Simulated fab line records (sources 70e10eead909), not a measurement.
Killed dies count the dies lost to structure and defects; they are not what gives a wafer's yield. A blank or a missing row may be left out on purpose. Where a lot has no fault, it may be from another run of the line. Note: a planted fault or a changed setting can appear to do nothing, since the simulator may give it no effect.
Matching of chambers    flow nand-harc    3 sister chambers for NHARC_A_STAIRCASE_DEP_322 on pecvd-03
The step deposits SiO2, target thk 7200 nm. 3 wafers are shown with their chamber, then 9 later ones without.

WAFERS, EACH WITH ITS CHAMBER
wafer   chamber  heater-power-w (W)
L091.4  0        668
L092.3  1        669
L092.4  2        686

WAFERS WITH NO CHAMBER GIVEN
wafer   heater-power-w (W)
L093.2  692
L093.4  551
L093.5  695
L096.1  775
L096.3  772
L096.4  670
L097.3  801
L097.4  666
L097.6  548

EACH ONE'S CHAMBER
wafer   from the rows above           in truth
L093.2  can't be placed: 2 or 1 or 0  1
L093.4  can't be placed: 0 or 1 or 2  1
L093.5  can't be placed: 2 or 1 or 0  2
L096.1  can't be placed: 2 or 1 or 0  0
L096.3  can't be placed: 2 or 1 or 0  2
L096.4  can't be placed: 1 or 0 or 2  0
L097.3  can't be placed: 2 or 1 or 0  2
L097.4  can't be placed: 0 or 1 or 2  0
L097.6  can't be placed: 0 or 1 or 2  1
Correct placement for 0 of the 9. From these rows, 9 cannot be placed; in 9 the true chamber is one of the candidates. Wrongly placed: 0.
How it was worked out, from the rows above alone: a wafer's distance from a chamber is the root of the sum, over the readings, of the square of ((its reading less the chamber's mean) divided by the reading's scatter). If the next closest chamber is less than 2 further off than the closest, the wafer can't be placed; otherwise it belongs to the closest. Each chamber's mean is taken over the wafers shown for it. The scatter: root of mean squared gap, hidden wafer to nearest shown wafer, with one shown wafer a chamber.
